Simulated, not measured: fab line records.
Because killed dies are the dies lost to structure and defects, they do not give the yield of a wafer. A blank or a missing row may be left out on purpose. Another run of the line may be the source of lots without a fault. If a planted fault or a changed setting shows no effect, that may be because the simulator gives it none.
Matching of chambers -- flow n5Finfet -- N5_BEOL_M6_CURE_74 on uvCure-02: 3 sister chambers
The step cures SiCOH lowk, time 240 s. 6 wafers are shown with their chamber, then 9 later ones without.

## WAFERS WITH THEIR CHAMBER
wafer,chamber,wafer_temp_C_max,lampPowerPct (%)
L079.4,0,386.8,52.40
L079.6,0,386.5,52.35
L091.3,1,388.2,52.38
L091.6,1,387.2,52.34
L092.3,2,386.7,52.36
L092.4,2,387.1,52.34

## WAFERS MISSING THEIR CHAMBER
wafer,wafer_temp_C_max,lampPowerPct (%)
L093.1,387.3,52.31
L093.3,386.7,52.21
L093.6,387.3,52.31
L095.1,387.0,52.38
L095.3,386.9,52.28
L095.4,387.3,52.31
L097.1,386.7,52.23
L097.3,386.9,52.31
L097.5,386.5,52.39

## THE CHAMBER EACH PASSED THROUGH
wafer,from the rows above,in truth
L093.1,can't be placed: 2 or 1 or 0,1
L093.3,can't be placed: 2 or 1 or 0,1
L093.6,can't be placed: 2 or 1 or 0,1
L095.1,can't be placed: 0 or 2 or 1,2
L095.3,can't be placed: 2 or 1 or 0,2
L095.4,can't be placed: 2 or 1 or 0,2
L097.1,can't be placed: 2 or 1 or 0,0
L097.3,can't be placed: 2 or 0 or 1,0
L097.5,can't be placed: 0 or 2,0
Placed correctly: 0 of 9. Not placeable from these rows: 9 (in 9, the candidates include the true chamber). Placed wrongly: 0.
How it was worked out, from the rows above alone: a wafer's distance from a chamber is the root of the sum, over the readings, of the square of ((its reading less the chamber's mean) divided by the reading's scatter). If the next closest chamber is less than 2 further off than the closest, the wafer can't be placed; otherwise it belongs to the closest. Each chamber's mean is taken over the wafers shown for it. The scatter: take each reading less its chamber's mean, square it, sum over the shown wafers, divide by the number of wafers less the number of chambers, and take the root.
